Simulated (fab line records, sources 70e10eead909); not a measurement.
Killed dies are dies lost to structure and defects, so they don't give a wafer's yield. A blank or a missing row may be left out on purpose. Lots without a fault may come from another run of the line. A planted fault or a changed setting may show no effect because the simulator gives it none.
A struck lot beside a sound one | flow nand_harc | 12 steps out of a route of 1159
Sound: wafers L628.2, L628.3, L628.5. Struck: wafers L641.1, L641.3, L641.5. The cause comes at the end.
At each step with rows: each side's tool, then ch and its chambers, then its first start. Under that, the readings that differ: sound wafers | struck wafers | difference of the means | sigmas: that difference in standard deviations of wafers without a fault.
alike: readings whose means differ by less than 2 such deviations, and words and numbers that are the same on both sides. not compared: withheld readings, readings that some wafer has no value for, bounds like >300 that may hide the same value, and numbers for which the record gives no deviation and whose values overlap.
The two part at a step that has a row with sigmas, a row that says differs or no value, or rows on one side only. Numbers that don't overlap but have no deviation are shown without sigmas and don't part them. A reading that every wafer of one side lacks parts them only if that side has two wafers or more.

NHARC_A_WL_FILL_INSPECT_15:
  sound on defect_inspect-02, day 16 20:48; struck on defect_inspect-02, day 20 01:36
  alike: raw_defect_count
NHARC_A_CONTACT_DEP_24: deposits SiO2, target thk 500 nm.
  sound on pecvd-02 ch 0,1, day 16 20:52; struck on pecvd-04 ch 0,1, day 20 01:40
  alike: chamber_pressure_Torr, heater_power_w, throttle_valve_pct
NHARC_A_CONTACT_DEP_28: deposits aC, target thk 3600 nm.
  sound on acl_dep-02 ch 0, day 16 22:26; struck on acl_dep-03 ch 0, day 20 02:29
  alike: throttle_valve_pct
NHARC_A_CONTACT_DEP_29: deposits SiON, target thk 70 nm.
  sound on pecvd-02 ch 0,1,2, day 17 00:19; struck on pecvd-02 ch 0,2, day 20 04:47
  alike: chamber_pressure_Torr, heater_power_w
then, 5 steps without rows for these wafers: NHARC_A_CONTACT_DEHYDRATE_32 (time 120 s); NHARC_A_CONTACT_HMDS_33 (time 30 s); NHARC_A_CONTACT_COAT_34 (time 75 s); NHARC_A_CONTACT_COAT_35 (time 65 s); NHARC_A_CONTACT_COAT_36 (resist thk 90 nm).
NHARC_A_CONTACT_SOFTBAKE_37: time 55 s.
  sound on litho_track-01 ch 0, day 17 00:00; struck on litho_track-04 ch 0, day 20 05:00
  reading                  | sound                | struck               | difference | sigmas
  heater_power_total_W (W) | 188.80 188.37 188.36 | 183.37 183.44 183.52 | -5.07      | -36
  alike: exhaust_pa
then, 1 step without rows for these wafers: NHARC_A_CONTACT_EBR_38.
NHARC_END_SORT_01:
  the record has rows for the sound wafers here (prober-02 ch 0, day 19 15:01) and none for the struck ones

WHERE THEY PART
First at NHARC_A_CONTACT_SOFTBAKE_37; last, within this record, at NHARC_END_SORT_01.

WHY: what the simulator had put in
Process parameter drift: litho_track-04, from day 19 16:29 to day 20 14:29, at NHARC_A_CONTACT_SOFTBAKE_37. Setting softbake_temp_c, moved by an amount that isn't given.
